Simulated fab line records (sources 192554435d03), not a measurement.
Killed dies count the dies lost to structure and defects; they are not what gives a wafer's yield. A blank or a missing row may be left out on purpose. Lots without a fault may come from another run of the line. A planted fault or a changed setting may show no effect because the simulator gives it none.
fab line records :: flow n5Finfet
record:
  lots: 4
  wafers: 12
  lastDay: 17
route steps=1938 shown BEOL_M4@1099 BEOL_M5@1112 BEOL_M6@1241 PASSIVATION@1936
lots untouched by any fault: they come from a run of this same line in which no faults occurred
startH: hours from the record's opening day to when the first of the lot's shown wafers began :: waitH: hours since the lot's step before :: " identical to the entry in the row above :: L1.1+2: a single row standing in for several wafers :: - no value present, or no start provided :: * or withheld: withheld :: < > ~ a bound
route shown NAME@n: a module of which the file shows steps, and the number in the route of the first :: usual: mean/standard deviation of fault-free wafers :: same: alike in all rows :: chamber/n: place in a boat :: sites: each site's reading :: _std_site: the standard deviation of these :: _edge_site: outer sites' mean less inner sites' :: radiusMm: how far each site lies from the wafer's centre :: mask NAME#n: copy n :: behind: the tool/chamber that last shaped the wafer :: hold: the reason the lot was held/the length of the hold in hours/how it ended :: device: the n, p or np transistor that did not switch :: end of line: tests of these same wafers at the route's end :: step lacking rows: just its recipe :: killed: the dies lost at the first sort to structure and to defects; this is not the yield of the wafer :: map: a wafer's dies, marking killed ones x, the rest . and places with no die _
set.NAME: the setting that was run; set.NAME@STEP: the one run at that earlier step :: model.NAME: the simulator's own value behind a step, which no gauge read
lots at selected steps of the route; one table per step, one row per wafer
services: the hour from which a tool's chamber was out of use, counted from the record's first day as startH (under 0 if before that day), plus the number of hours and why
== steps ==
step: N5_BEOL_M4_ANNEAL_95
recipe:
  tempC: 400
  timeS: 240
  ambient: vacuum
step: N5_BEOL_M4_SPUTTER_96
recipe:
  material: Cu
  targetThkA: 45
  tempC: -20
  chamberPressurePa: 0.07
  powerW: withheld
  timeS: 8.29
step: N5_BEOL_M4_ECD_50
recipe:
  material: Cu
  targetThkA: 3000
step: N5_BEOL_M4_ANNEAL_51
recipe:
  tempC: 225
  timeS: 90
  ambient: N2
step: N5_BEOL_M4_CMP_52
recipe:
  stopOn: SiOC
  tOverpolishS: 6.8
  downForcePsi: 1
  platenRpm: 50
  clearingPlatenDownForcePsi: 1.5
  clearingPlatenRpm: 50
  postCmpClean: cuAlkaline
  targetThkNm: 40
  clearingPlatenPadVelocityMS: 0.99484
  padVelocityMS: 0.99484
step: N5_BEOL_M4_PRE_CLEAN_60
recipe:
  gas: NH3/H2
  timeS: 15
  tempC: *
  rfPowerW: 300
step: N5_BEOL_M4_CO_CAP_55
recipe:
  material: Co
  targetThkA: 20
  tempC: 200
  precursor: CCTBA/H2
  pressureTorr: 30
  timeS: 102.1
step: N5_BEOL_M4_PRE_CLEAN_56
recipe:
  gas: NH3
  timeS: 15
  tempC: withheld
  rfPowerW: 300
step: N5_BEOL_M4_DEP_57
recipe:
  material: SiCN
  targetThkA: 80
  tempC: withheld
  precursor: 3MS/NH3
  pressureTorr: 3
  rfW: 202
  timeS: 14
step: N5_BEOL_M4_RC_MEAS_101
usual:
  DIBL_N: 36.9/2.1
  DIBL_P: 37.1/2.5
  IOFF_N: 0.17/0.039
  IOFF_P: 0.23/0.043
  ION_N: 673/15
  ION_P: 462/9.1
  SS_N: 71.8/0.69
  SS_P: 73.6/0.74
  VT_N: 250/3.6
  VT_P: -249.7/2.9
lot.wafer: L254.1
tool: prober-02
chamber: 0
startH: 177.68
waitH: 0.0
DIBL_N[mV/V]: 38.0
DIBL_P[mV/V]: 38.5
IOFF_N[nA/um]: 0.19
IOFF_P[nA/um]: 0.26
ION_N[uA/um]: 676
ION_P[uA/um]: 470
SS_N[mV/dec]: 72.5
SS_P[mV/dec]: 74.5
VT_N[mV]: 248
VT_P[mV]: -245.8

lot.wafer: L254.3
tool: prober-02
chamber: 0
startH: 177.68
waitH: 0.0
DIBL_N[mV/V]: 34.6
DIBL_P[mV/V]: 34.4
IOFF_N[nA/um]: 0.13
IOFF_P[nA/um]: 0.18
ION_N[uA/um]: 653
ION_P[uA/um]: 447
SS_N[mV/dec]: 71.3
SS_P[mV/dec]: 73.0
VT_N[mV]: 254
VT_P[mV]: -249.8

lot.wafer: L254.4
tool: prober-02
chamber: 0
startH: 177.68
waitH: 0.0
DIBL_N[mV/V]: 35.9
DIBL_P[mV/V]: 38.0
IOFF_N[nA/um]: 0.17
IOFF_P[nA/um]: 0.25
ION_N[uA/um]: 668
ION_P[uA/um]: 464
SS_N[mV/dec]: 71.7
SS_P[mV/dec]: 73.8
VT_N[mV]: 251
VT_P[mV]: -246.4

lot.wafer: L267.1
tool: prober-01
chamber: 0
startH: 257.49
waitH: 0.0
DIBL_N[mV/V]: 37.7
DIBL_P[mV/V]: 38.6
IOFF_N[nA/um]: 0.18
IOFF_P[nA/um]: 0.25
ION_N[uA/um]: 681
ION_P[uA/um]: 471
SS_N[mV/dec]: 71.3
SS_P[mV/dec]: 73.1
VT_N[mV]: 248
VT_P[mV]: -247.8

lot.wafer: L267.2
tool: prober-01
chamber: 0
startH: 257.49
waitH: 0.0
DIBL_N[mV/V]: 39.9
DIBL_P[mV/V]: 40.1
IOFF_N[nA/um]: 0.20
IOFF_P[nA/um]: 0.27
ION_N[uA/um]: 669
ION_P[uA/um]: 458
SS_N[mV/dec]: 72.0
SS_P[mV/dec]: 74.2
VT_N[mV]: 249
VT_P[mV]: -248.6

lot.wafer: L267.3
tool: prober-01
chamber: 0
startH: 257.49
waitH: 0.0
DIBL_N[mV/V]: 35.8
DIBL_P[mV/V]: 35.0
IOFF_N[nA/um]: 0.14
IOFF_P[nA/um]: 0.19
ION_N[uA/um]: 671
ION_P[uA/um]: 467
SS_N[mV/dec]: 70.7
SS_P[mV/dec]: 73.1
VT_N[mV]: 253
VT_P[mV]: -252.3

lot.wafer: L268.1
tool: prober-02
chamber: 0
startH: 259.83
waitH: 0.0
DIBL_N[mV/V]: 38.3
DIBL_P[mV/V]: 40.0
IOFF_N[nA/um]: 0.19
IOFF_P[nA/um]: 0.24
ION_N[uA/um]: 685
ION_P[uA/um]: 465
SS_N[mV/dec]: 72.6
SS_P[mV/dec]: 74.2
VT_N[mV]: 244
VT_P[mV]: -250.7

lot.wafer: L268.3
tool: prober-02
chamber: 0
startH: 259.83
waitH: 0.0
DIBL_N[mV/V]: 35.9
DIBL_P[mV/V]: 36.5
IOFF_N[nA/um]: 0.14
IOFF_P[nA/um]: 0.18
ION_N[uA/um]: 666
ION_P[uA/um]: 454
SS_N[mV/dec]: 71.8
SS_P[mV/dec]: 73.7
VT_N[mV]: 254
VT_P[mV]: -255.0

lot.wafer: L268.4
tool: prober-02
chamber: 0
startH: 259.83
waitH: 0.0
DIBL_N[mV/V]: 40.8
DIBL_P[mV/V]: 42.8
IOFF_N[nA/um]: 0.24
IOFF_P[nA/um]: 0.28
ION_N[uA/um]: 692
ION_P[uA/um]: 468
SS_N[mV/dec]: 72.4
SS_P[mV/dec]: 75.5
VT_N[mV]: 248
VT_P[mV]: -251.3

lot.wafer: L276.1
tool: prober-01
chamber: 0
startH: 302.17
waitH: 0.0
DIBL_N[mV/V]: 33.8
DIBL_P[mV/V]: 34.9
IOFF_N[nA/um]: 0.13
IOFF_P[nA/um]: 0.20
ION_N[uA/um]: 674
ION_P[uA/um]: 471
SS_N[mV/dec]: 71.3
SS_P[mV/dec]: 73.2
VT_N[mV]: 253
VT_P[mV]: -249.9

lot.wafer: L276.2
tool: prober-01
chamber: 0
startH: 302.17
waitH: 0.0
DIBL_N[mV/V]: 36.7
DIBL_P[mV/V]: 38.8
IOFF_N[nA/um]: 0.19
IOFF_P[nA/um]: 0.27
ION_N[uA/um]: 696
ION_P[uA/um]: 485
SS_N[mV/dec]: 71.8
SS_P[mV/dec]: 74.3
VT_N[mV]: 246
VT_P[mV]: -246.4

lot.wafer: L276.5
tool: prober-01
chamber: 0
startH: 302.17
waitH: 0.0
DIBL_N[mV/V]: 36.2
DIBL_P[mV/V]: 37.2
IOFF_N[nA/um]: 0.18
IOFF_P[nA/um]: 0.25
ION_N[uA/um]: 694
ION_P[uA/um]: 476
SS_N[mV/dec]: 71.3
SS_P[mV/dec]: 73.7
VT_N[mV]: 246
VT_P[mV]: -244.1
step: N5_BEOL_M5_ILD_DEP_00
recipe:
  material: SiCOH_lowk
  targetThkA: 1406.4
  tempC: 300
  precursor: DEMS/porogen
  pressureTorr: 5
  rfW: 500
  timeS: 25.9
step: N5_BEOL_M5_CURE_79
recipe:
  tempC: 385
  timeS: 240
  ambient: He/Ar
  material: SiCOH_lowk
step: N5_BEOL_M5_PECVD_70
recipe:
  material: SiO2
  targetThkA: 160
  tempC: 400
  precursor: TEOS/O2
  pressureTorr: 5.5
  rfW: 450
  teosFlowSccm: 53.8
  gas: O2
  flowSccm: 3000
  timeS: 18
step: N5_BEOL_M5_HM_DEP_02
recipe:
  material: TiN
  targetThkA: 200
  tempC: 25
  chamberPressurePa: 0.49996
step: N5_BEOL_M5_COAT_59
recipe:
  resist: SOC
  tempC: 250
  timeS: 60
  spinRpm: 1500
  resistThkNm: 60
step: N5_BEOL_M5_COAT_60
recipe:
  resist: SiARC
  tempC: 220
  timeS: 60
  spinRpm: 1500
  resistThkNm: 12
step: N5_BEOL_M5_COAT_71
recipe:
  resist: underlayer
  tempC: 205
  timeS: 60
  spinRpm: 1500
  resistThkNm: 5
step: N5_BEOL_M5_COAT_05
recipe:
  resist: CAR-EUV
  spinRpm: 1500
  resistThkNm: 30
step: N5_BEOL_M5_EBR_07
recipe:
  solvent: PGMEA
  ebrWidthMm: 1.5
step: N5_BEOL_M5_SOFTBAKE_06
recipe:
  tempC: 110
  timeS: 60
  resist: CAR-EUV
step: N5_BEOL_M5_EXPOSE_08
recipe:
  maskId: M5
  na: 0.33
  sourceShape: annular
  sigmaInner: 0.4
  sigmaOuter: 0.8
  polarization: unpolarized
  targetCdNm: 28
  doseMj: 35.75
step: N5_BEOL_M5_PEB_09
recipe:
  pebTempC: 100
  pebTimeS: 60
  resist: CAR-EUV
step: N5_BEOL_M5_DEVELOP_10
recipe:
  developTimeS: 30
  developer: TMAH
  resist: CAR-EUV
  rinseLiquid: surfactantRinse
  dry: airSpin
  devTempC: 23
step: N5_BEOL_M5_DESCUM_16
recipe:
  chemistry: O2
  timeS: 7
  sourcePowerW: 50
  biasPowerW: 20
  pressureMtorr: 20
  rfFrequencyHz: 2.712e+07
  tempC: 40
  resist: CAR-EUV
  o2FlowSccm: 225
step: N5_BEOL_M5_ETCH_72
recipe:
  chemistry: N2/H2
  target: underlayer
  targetDepthA: 65
  maskMaterial: CAR-EUV
  timeS: 5.2
  ionEnergyEv: 200
  pressureMtorr: 30
  sourceW: 840
  biasW: 150
  n2FlowSccm: 200
  h2FlowSccm: 200
  ends: cleared
step: N5_BEOL_M5_ETCH_61
recipe:
  chemistry: CF4
  target: SiARC
  targetDepthA: 156
  maskMaterial: CAR-EUV
  timeS: 26
  ionEnergyEv: 80
  pressureMtorr: 40
  sourceW: 545
  biasW: 36
  Ar_flow_sccm: 100
  cf4FlowSccm: 100
  ends: cleared
step: N5_BEOL_M5_ETCH_62
recipe:
  chemistry: N2/H2
  target: SOC
  targetDepthA: 750
  overetchA: 150
  maskMaterial: SiARC
  tempC: 40
  timeS: 112.5
  ionEnergyEv: 200
  pressureMtorr: 30
  sourceW: 840
  biasW: 150
  n2FlowSccm: 200
  h2FlowSccm: 200
step: N5_BEOL_M5_STRIP_63
recipe:
  chemistry: N2/H2
  tempC: 40
  n2FlowSccm: 200
  h2FlowSccm: 200
  rfFrequencyHz: 6e+07
step: N5_BEOL_M5_STRIP_73
recipe:
  chemistry: N2/H2
  tempC: 40
  n2FlowSccm: 200
  h2FlowSccm: 200
  rfFrequencyHz: 6e+07
step: N5_BEOL_M5_STRIP_64
recipe:
  chemistry: CF4
  resist: SiARC
  powerW: 300
  biasPowerW: 75
  pressureMtorr: 50
  cf4FlowSccm: 150
  rfFrequencyHz: 6e+07
step: N5_BEOL_M5_HM_OPEN_17
recipe:
  chemistry: Cl2/BCl3
  targetDepthA: 200
  overetchA: 60
  target: TiN
  maskMaterial: SOC
  ionEnergyEv: 150
  pressureMtorr: 10
  icpW: 1000
  biasW: 126
  Cl2_flow_sccm: 53.25
  bcl3FlowSccm: 21.75
  Ar_flow_sccm: 25
step: N5_BEOL_M5_STRIP_19
recipe:
  chemistry: O2
  powerW: 400
  tempC: 40
  pressureMtorr: 30
  rfFrequencyHz: 6e+07
  biasPowerW: 0
  overashFraction: 0.2
  o2FlowSccm: 225
step: N5_BEOL_M5_COAT_65
recipe:
  resist: SOC
  tempC: 250
  timeS: 60
  spinRpm: 1500
  resistThkNm: 60
step: N5_BEOL_M5_COAT_66
recipe:
  resist: SiARC
  tempC: 220
  timeS: 60
  spinRpm: 1500
  resistThkNm: 12
step: N5_BEOL_M6_STRIP_80
recipe:
  chemistry: N2/H2
  timeS: 10
  powerW: 450
  tempC: 40
  pressureMtorr: 20
  rfFrequencyHz: 6e+07
  biasPowerW: 7
  n2FlowSccm: 200
  h2FlowSccm: 200
usual:
  biasPowerW: 7.002/0.02
  chamberPressureMTorr: 20.002/0.018
  drypumpMotorCurrentA: 5.5/0.52
  oesProductAu: 0.82/0.09
  rfVppV: 59.0/0.92
  showerheadPlenumPTorr: 2.52/0.071
  throttleValvePct: 23.76/0.28
lot.wafer: L254.1
tool: rieDiel-06
chamber: 1
startH: 192.86
waitH: -
biasPowerW: 6.980
chamberPressureMTorr: 19.994
drypumpMotorCurrentA: 5.9
oesProductAu: 0.67
rfHoursCounterH: 238
rfVppV: 58.2
showerheadPlenumPTorr: 2.47
throttleValvePct: 23.71

lot.wafer: L254.3
tool: rieDiel-06
chamber: 2
startH: 192.86
waitH: -
biasPowerW: 7.038
chamberPressureMTorr: 20.009
drypumpMotorCurrentA: 4.7
oesProductAu: 0.98
rfHoursCounterH: 1
rfVppV: 58.0
showerheadPlenumPTorr: 2.48
throttleValvePct: 23.47

lot.wafer: L254.4
tool: rieDiel-06
chamber: 3
startH: 192.86
waitH: -
biasPowerW: 6.978
chamberPressureMTorr: 20.028
drypumpMotorCurrentA: 4.8
oesProductAu: 0.68
rfHoursCounterH: 216
rfVppV: 60.9
showerheadPlenumPTorr: 2.62
throttleValvePct: 23.75

lot.wafer: L267.1
tool: rieDiel-06
chamber: 1
startH: 277.55
waitH: -
biasPowerW: -
chamberPressureMTorr: -
drypumpMotorCurrentA: -
oesProductAu: -
rfHoursCounterH: -
rfVppV: -
showerheadPlenumPTorr: -
throttleValvePct: -

lot.wafer: L267.2
tool: rieDiel-06
chamber: 2
startH: 277.55
waitH: -
biasPowerW: -
chamberPressureMTorr: -
drypumpMotorCurrentA: -
oesProductAu: -
rfHoursCounterH: -
rfVppV: -
showerheadPlenumPTorr: -
throttleValvePct: -

lot.wafer: L267.3
tool: rieDiel-06
chamber: 3
startH: 277.55
waitH: -
biasPowerW: -
chamberPressureMTorr: -
drypumpMotorCurrentA: -
oesProductAu: -
rfHoursCounterH: -
rfVppV: -
showerheadPlenumPTorr: -
throttleValvePct: -

lot.wafer: L268.1
tool: rieDiel-06
chamber: 1
startH: 279.54
waitH: -
biasPowerW: -
chamberPressureMTorr: -
drypumpMotorCurrentA: -
oesProductAu: -
rfHoursCounterH: -
rfVppV: -
showerheadPlenumPTorr: -
throttleValvePct: -

lot.wafer: L268.3
tool: rieDiel-06
chamber: 2
startH: 279.54
waitH: -
biasPowerW: -
chamberPressureMTorr: -
drypumpMotorCurrentA: -
oesProductAu: -
rfHoursCounterH: -
rfVppV: -
showerheadPlenumPTorr: -
throttleValvePct: -

lot.wafer: L268.4
tool: rieDiel-06
chamber: 3
startH: 279.54
waitH: -
biasPowerW: -
chamberPressureMTorr: -
drypumpMotorCurrentA: -
oesProductAu: -
rfHoursCounterH: -
rfVppV: -
showerheadPlenumPTorr: -
throttleValvePct: -

lot.wafer: L276.1
tool: rieDiel-03
chamber: 0
startH: 321.69
waitH: -
biasPowerW: 6.998
chamberPressureMTorr: 19.994
drypumpMotorCurrentA: 6.3
oesProductAu: 0.89
rfHoursCounterH: 55
rfVppV: 59.5
showerheadPlenumPTorr: 2.48
throttleValvePct: 23.87

lot.wafer: L276.2
tool: rieDiel-03
chamber: 2
startH: 321.69
waitH: -
biasPowerW: 6.984
chamberPressureMTorr: 20.010
drypumpMotorCurrentA: 5.8
oesProductAu: 0.82
rfHoursCounterH: 96
rfVppV: 59.0
showerheadPlenumPTorr: 2.58
throttleValvePct: 24.28

lot.wafer: L276.5
tool: rieDiel-03
chamber: 2
startH: 321.69
waitH: -
biasPowerW: 6.995
chamberPressureMTorr: 20.028
drypumpMotorCurrentA: 5.8
oesProductAu: 0.82
rfHoursCounterH: -
rfVppV: 58.8
showerheadPlenumPTorr: 2.58
throttleValvePct: 24.29
step: N5_PASSIVATION_PROBE_49
usual:
  defectLimitedYield: 91.3/1.4
  killed_at_M0_to_M3: 32/9.5
  killed_at_M4_up: 14/5.2
  killedAtContacts: 13/5.7
  killedAtFrontEnd: 41/12
  killedAtOther: 3.5/2.6
  killedDies: 103/17
  killedOpen: 68/14
  killedShort: 32/7
  sort_bin_5_function: 5.0/0.91
  sort_bin_6_memory: 3.3/0.7
  sortNPass: 1076/17
  sortYieldPct: 91.2/1.4
same:
  grossDies: 1180
  killedAtBackSide: 0
  sort_bin_4_leakage[%]: 0
  sort_bin_8_speed[%]: 0
lot.wafer: L268.1
tool: prober-01
chamber: -
startH: 358.73
waitH: 0.0
defectLimitedYield[%]: 78.6
killed_at_M0_to_M3: 28
killed_at_M4_up: 58
killedAtContacts: 13
killedAtFrontEnd: 152
killedAtOther: 1
killedDies: 252
killedOpen: 92
killedShort: 44
sort_bin_5_function[%]: 13.6
sort_bin_6_memory[%]: 4.8
sortNPass: 928
sortYieldPct[%]: 78.6

lot.wafer: L268.3
tool: prober-01
chamber: -
startH: 358.83
waitH: 0.1
defectLimitedYield[%]: 82.5
killed_at_M0_to_M3: 24
killed_at_M4_up: 60
killedAtContacts: 14
killedAtFrontEnd: 105
killedAtOther: 3
killedDies: 206
killedOpen: 96
killedShort: 50
sort_bin_5_function[%]: 10.3
sort_bin_6_memory[%]: 5.2
sortNPass: 974
sortYieldPct[%]: 82.5

lot.wafer: L268.4
tool: prober-01
chamber: -
startH: 358.88
waitH: 0.2
defectLimitedYield[%]: 79.5
killed_at_M0_to_M3: 14
killed_at_M4_up: 57
killedAtContacts: 12
killedAtFrontEnd: 159
killedAtOther: 0
killedDies: 242
killedOpen: 87
killedShort: 39
sort_bin_5_function[%]: 12.5
sort_bin_6_memory[%]: 5.9
sortNPass: 938
sortYieldPct[%]: 79.5

lot.wafer: L267.1
tool: prober-02
chamber: -
startH: 359.24
waitH: 0.0
defectLimitedYield[%]: 86.7
killed_at_M0_to_M3: 35
killed_at_M4_up: 59
killedAtContacts: 17
killedAtFrontEnd: 41
killedAtOther: 5
killedDies: 157
killedOpen: 115
killedShort: 41
sort_bin_5_function[%]: 7.5
sort_bin_6_memory[%]: 5.1
sortNPass: 1023
sortYieldPct[%]: 86.7

lot.wafer: L267.2
tool: prober-02
chamber: -
startH: 359.29
waitH: 0.1
defectLimitedYield[%]: 88.6
killed_at_M0_to_M3: 38
killed_at_M4_up: 48
killedAtContacts: 6
killedAtFrontEnd: 41
killedAtOther: 2
killedDies: 135
killedOpen: 93
killedShort: 42
sort_bin_5_function[%]: 6.3
sort_bin_6_memory[%]: 4.7
sortNPass: 1045
sortYieldPct[%]: 88.6

lot.wafer: L267.3
tool: prober-02
chamber: -
startH: 359.34
waitH: 0.1
defectLimitedYield[%]: 89.0
killed_at_M0_to_M3: 29
killed_at_M4_up: 60
killedAtContacts: 6
killedAtFrontEnd: 27
killedAtOther: 8
killedDies: 130
killedOpen: 91
killedShort: 39
sort_bin_5_function[%]: 6.3
sort_bin_6_memory[%]: 4.7
sortNPass: 1050
sortYieldPct[%]: 89.0
killed by level:class
L268.1 GATE_CUT:unspecified=106 BEOL_M6:geometricParticle:open=37 MOL_CONTACT_COAG:geometricParticle:open=11 HKMG_FIN:areaEtch=10 FIN_SAQP:geometricParticle:open=8 BEOL_M6:geometricParticle:short=8 BEOL_M0_SAQP:geometricParticle:short=7 FIN_SAQP:geometricParticle:short=6
L268.3 GATE_CUT:unspecified=59 BEOL_M6:geometricParticle:open=45 BEOL_M6:geometricParticle:short=11 MOL_CONTACT_COAG:geometricParticle:open=10 FIN_SAQP:geometricParticle:open=7 FIN_SAQP:geometricParticle:short=7 GATE_CUT:geometricParticle:short=7 ILD0:geometricParticle:open=6
L268.4 GATE_CUT:unspecified=116 BEOL_M6:geometricParticle:open=31 FIN_SAQP:geometricParticle:open=10 STI_FIN_REVEAL:geometricParticle:open=10 MOL_CONTACT_COAG:geometricParticle:open=8 BEOL_M6:geometricParticle:short=8 BEOL_M0_SAQP:geometricParticle:open=6 DUMMY_GATE:geometricParticle:short=5
L267.1 BEOL_M6:geometricParticle:open=42 MOL_CONTACT_COAG:geometricParticle:open=16 BEOL_M0_SAQP:geometricParticle:open=14 BEOL_M0_SAQP:geometricParticle:short=13 FIN_SAQP:geometricParticle:open=12 GATE_CUT:geometricParticle:short=8 BEOL_M6:geometricParticle:short=8 BEOL_M4:geometricParticle:open=7
L267.2 BEOL_M6:geometricParticle:open=34 BEOL_M0_SAQP:geometricParticle:short=15 FIN_SAQP:geometricParticle:open=9 BEOL_M6:geometricParticle:short=8 BEOL_M0_SAQP:geometricParticle:open=8 FIN_SAQP:geometricParticle:short=7 STI_FIN_REVEAL:geometricParticle:open=6 BEOL_M0:geometricParticle:open=6
L267.3 BEOL_M6:geometricParticle:open=41 BEOL_M0_SAQP:geometricParticle:short=11 BEOL_M0_SAQP:geometricParticle:open=11 BEOL_M6:geometricParticle:short=9 BEOL_M4:geometricParticle:open=7 FIN_SAQP:geometricParticle:open=6 GATE_CUT:geometricParticle:short=6 MOL_CONTACT_COAG:geometricParticle:open=5
map L267.1 (x killed, . not)
_________________....x.......________________
______________x..........xx...x._____________
___________........................__________
__________.......x.....x............_________
________x........x.x................x._______
_______........x..............x.......x______
______x..x...x.......x....x.x..x........_____
_____......x...x.x....x.......x.x.x..x...____
____......xx........xxx............x....x.___
___.x............xx.xx.....................__
___.x.x........x......x.x.....x............__
__.........x....x.......x.............x.x..._
__..x.x...............................xx...._
_.x..x.............xx...........x.x....x.....
_....x..............x.....xxx..........x..x..
_..............xx............x...x......x....
_..x......x.x...........x.......x......x.....
_.x....x.................x....xx............x
_...........x..x............x...............x
_...x...x...x.....x.x...x.....x..x......xxx..
_.x..........x...xx..xxx..x.......x..........
__............x......x.x..x................x_
__x.....x..................................._
___............................x...........__
___.x....x..x....x....xx....x..........x..x__
____.x......x.......x..................x..___
_____x........x......x.....x.............____
______.................xx.....x...x...x._____
_______x....x.............x...xxx..x...______
________.x.................xx........._______
__________..........x..............._________
___________....x.x.....x...........__________
______________..x..............._____________
_________________......x.....________________
map L268.1 (x killed, . not)
_________________.xxxxxxxxx.x________________
______________...xxxxxxxxxxxx.x._____________
___________.....xxxxxxxxxxxxxx.....__________
__________....xxx.xxxxxxxxxxxx......_________
________...x....xxxxxxxxxxxxxxx......._______
_______..x.xx.....xxxxxxxxxxx......x...______
______x.........x.xxxxxxxxxxxx..x.x.xx.._____
_____....xx...x.xx.x.xxxxx.xxx.x..x......____
____............x.xx.x.xxx.x..............___
___.x.....x......x...xxxxx.................__
___...........................x.x..x.x....x__
__............x......x.....x...x............_
__..............................x.........x._
_...........x.x.....x...x.x...........x...x..
_.....xx.....x..x..x.x........x...x......x.x.
_x.xx..............x....x.......x..x.........
_.....x.......x....x.......x..xx..x..........
_..............xx......x..x..x...x.......x.x.
_x.xx..x.........x......x..x..x......x...x...
_x..............x....x.x...x......x..x.......
_.........x......x......x..x.x...............
__x..x.........x........x..................x_
__.....x..............xx........x.x........._
___...........x.......x.......x..x.........__
___......x.......x..x.....x.x.x............__
____................xxxx...xx.............___
_____........x....x...........x..........____
______.....x.........x.......x..x.....x._____
_______.........x.....x.............x..______
________.......x......................_______
__________x........................x_________
___________....x.x...x.............__________
______________......xx.........._____________
_________________..x........x________________
== services ==
tool: rieDiel-03
chamber: 3
startH: 205.74
hours: -
kind: clean

tool: rieDiel-03
chamber: 3
startH: 205.74
hours: -
kind: consumableReplace:focusRing

tool: rieDiel-03
chamber: 3
startH: 205.74
hours: 18.8
kind: scheduledDown

tool: rieDiel-03
chamber: 3
startH: 205.74
hours: 18.8
kind: ventCycle

tool: rieDiel-03
chamber: 0
startH: 218.61
hours: 7.7
kind: repair

tool: rieDiel-06
chamber: -
startH: 223.44
hours: 14.6
kind: pm

tool: rieDiel-06
chamber: 1
startH: 242.74
hours: -
kind: clean

tool: rieDiel-06
chamber: 1
startH: 242.74
hours: -
kind: consumableReplace:focusRing

tool: rieDiel-06
chamber: 1
startH: 242.74
hours: 21.2
kind: scheduledDown

tool: rieDiel-06
chamber: 1
startH: 242.74
hours: 21.2
kind: ventCycle

tool: rieDiel-06
chamber: 3
startH: 296.00
hours: -
kind: clean

tool: rieDiel-06
chamber: 3
startH: 296.00
hours: -
kind: consumableReplace:focusRing

tool: rieDiel-06
chamber: 3
startH: 296.00
hours: 26.2
kind: scheduledDown

tool: rieDiel-06
chamber: 3
startH: 296.00
hours: 26.2
kind: ventCycle
== key ==
firstSign:
  step: N5_BEOL_M6_STRIP_80
  reading: toolRecord
  direction: missing
effect:
  step: N5_PASSIVATION_PROBE_49
  reading: killed_at_M4_up
  direction: up
  sigmas: 8.3
  usual: 14
  struck: 57
moreKillsBornAt:
  N5_BEOL_M6_STRIP_80@rieDiel-06: 278
metAt N5_BEOL_M6_STRIP_80
struckWafers L267.1,L267.2,L267.3,L268.1,L268.3,L268.4
baselineLoss:
  step: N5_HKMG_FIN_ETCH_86
  wafers: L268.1
onsetBetween 192.86 277.55
earlierFault:
  kind: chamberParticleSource
  tool: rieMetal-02
  chamber: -
  onsetH: 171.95
  steps: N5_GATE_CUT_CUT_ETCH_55
  ratePerVisitCm2: 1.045
fault:
  kind: skippedStepWhole
  tool: rieDiel-06
  chamber: -
  onsetH: 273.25
  steps: N5_BEOL_M6_STRIP_80
  scope: struckLotsOnly
baselineLoss: these wafers lose ten dies or more at that step, a loss of the line's own and not of a fault; the sort's usual values leave them out
